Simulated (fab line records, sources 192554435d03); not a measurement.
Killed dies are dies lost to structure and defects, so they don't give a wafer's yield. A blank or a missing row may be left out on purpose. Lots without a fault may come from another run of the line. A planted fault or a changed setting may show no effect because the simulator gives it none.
Chamber matching | flow n5_finfet | N5_BEOL_M5_CURE_79 on uv_cure-03: 3 sister chambers
The step cures SiCOH lowk, time 240 s. 6 wafers are shown with their chamber, then 11 later ones without.

WAFERS WITH THEIR CHAMBER
wafer  | chamber | wafer_temp_C_max | lamp_power_pct (%)
L078.4 | 0       | 386.3            | 52.31
L078.5 | 0       | 387.3            | 52.39
L080.4 | 2       | 387.1            | 52.34
L080.5 | 2       | 386.7            | 52.34
L082.6 | 1       | 386.6            | 52.34
L085.1 | 1       | 387.1            | 52.27

WAFERS WITHOUT THEIR CHAMBER
wafer  | wafer_temp_C_max | lamp_power_pct (%)
L085.2 | 386.6            | 52.36
L085.6 | 386.4            | 52.32
L085.3 | 386.3            | 52.31
L085.4 | 386.7            | 52.24
L085.5 | 386.6            | 52.33
L090.1 | 387.0            | 52.24
L090.2 | 387.4            | 52.26
L090.3 | 386.4            | 52.23
L096.2 | 386.4            | 52.29
L096.3 | 386.7            | 52.30
L096.5 | 386.8            | 52.33

WHICH CHAMBER EACH WENT THROUGH
wafer  | from the rows above          | in truth
L085.2 | can't be placed: 0 or 2 or 1 | 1
L085.6 | can't be placed: 1 or 0 or 2 | 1
L085.3 | can't be placed: 1 or 0 or 2 | 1
L085.4 | can't be placed: 1 or 2 or 0 | 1
L085.5 | can't be placed: 0 or 2 or 1 | 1
L090.1 | can't be placed: 1 or 2 or 0 | 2
L090.2 | can't be placed: 1 or 2 or 0 | 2
L090.3 | can't be placed: 1 or 2 or 0 | 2
L096.2 | can't be placed: 1 or 2 or 0 | 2
L096.3 | can't be placed: 1 or 2 or 0 | 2
L096.5 | can't be placed: 2 or 0 or 1 | 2
Placed correctly: 0 of 11. Can't be placed from these rows: 11 (the true chamber is among the candidates in 11). Placed wrongly: 0.
How it was worked out, from the rows above alone: a wafer's distance from a chamber is the root of the sum, over the readings, of the square of ((its reading less the chamber's mean) divided by the reading's scatter). The wafer belongs to the nearest chamber; if the next one is less than 2 further off, it can't be placed. A chamber's mean is the mean of its shown wafers. The scatter: the root of (the sum of the squares of (reading less its chamber's mean) over the shown wafers, divided by (wafers less chambers)).
